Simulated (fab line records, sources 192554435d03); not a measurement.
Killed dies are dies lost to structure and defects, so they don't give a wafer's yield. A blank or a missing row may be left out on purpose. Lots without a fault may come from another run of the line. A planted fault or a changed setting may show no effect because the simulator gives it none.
Which tool did it? | flow n5_finfet | 9 lots, 25 wafers sampled, at 3 steps of a route of 1938

WHAT THE GAUGES READ, wafer by wafer
N5_SD_EPI_N_INSPECT_11: inspects for defects (macro).
lot  | measured    | on                | raw_defect_count
L567 | day 3 01:09 | defect_inspect-01 | 4 2 1
L569 | day 3 16:05 | defect_inspect-01 | 1 2 0
L570 | day 3 18:13 | defect_inspect-02 | 1 2 3
L572 | day 4 07:43 | defect_inspect-01 | 2 2 2
L573 | day 4 15:34 | defect_inspect-01 | 1 3 3
L577 | day 5 18:31 | defect_inspect-02 | 3 1 0
L580 | day 6 08:21 | defect_inspect-02 | 0 2 2
L584 | day 7 07:49 | defect_inspect-02 | 1 6
L588 | day 8 08:53 | defect_inspect-01 | 3 3

WHICH TOOL RAN EACH LOT (tool, then ch and the chambers of the sampled wafers, then the start)
lot  | N5_DUMMY_GATE_ETCH_36             | N5_SD_EPI_N_COAT_32
L567 | rie_diel-01 ch 0,1,3, day 2 23:02 | litho_track-03 ch 0, day 3 00:43
L569 | rie_diel-05 ch 1,2, day 3 13:47   | litho_track-05 ch 0, day 3 15:40
L570 | rie_diel-05 ch 0,1, day 3 15:55   | litho_track-03 ch 0, day 3 17:48
L572 | rie_diel-01 ch 0,1,3, day 4 05:36 | litho_track-01 ch 0, day 4 07:17
L573 | rie_diel-01 ch 0,2, day 4 12:38   | litho_track-05 ch 0, day 4 15:09
L577 | rie_diel-01 ch 0,2,3, day 5 16:13 | litho_track-01 ch 0, day 5 18:06
L580 | rie_diel-01 ch 0,1, day 6 04:49   | litho_track-03 ch 0, day 6 07:04
L584 | rie_diel-01 ch 0,3, day 7 05:43   | litho_track-03 ch 0, day 7 07:23
L588 | rie_diel-01 ch 2,3, day 8 06:28   | litho_track-03 ch 0, day 8 08:28
- N5_DUMMY_GATE_ETCH_36: etches SiARC in CF4, target depth 13 nm.
- N5_SD_EPI_N_COAT_32: time 60 s, resist thk 350 nm.

THE ANSWER, worked out from the rows above alone
Rule: what is usual is taken from the lots themselves. Put in order of their means at a reading, lots are off if they are a third of the lots or fewer, leave a main group of 4 or more, and stand apart from it by a gap of 3 or more times the standard deviation of the main group's means; of several such gaps the widest counts. A main group whose means are all the same, to the digits that the tables above print for the reading, isn't used. A lot without any number at a reading at which 4 lots or more have one is off too. The other lots that the step has rows for count as sound.
No lot is off at any reading shown: from this, nothing can be told.

WHAT THE SIMULATOR HAD PUT IN
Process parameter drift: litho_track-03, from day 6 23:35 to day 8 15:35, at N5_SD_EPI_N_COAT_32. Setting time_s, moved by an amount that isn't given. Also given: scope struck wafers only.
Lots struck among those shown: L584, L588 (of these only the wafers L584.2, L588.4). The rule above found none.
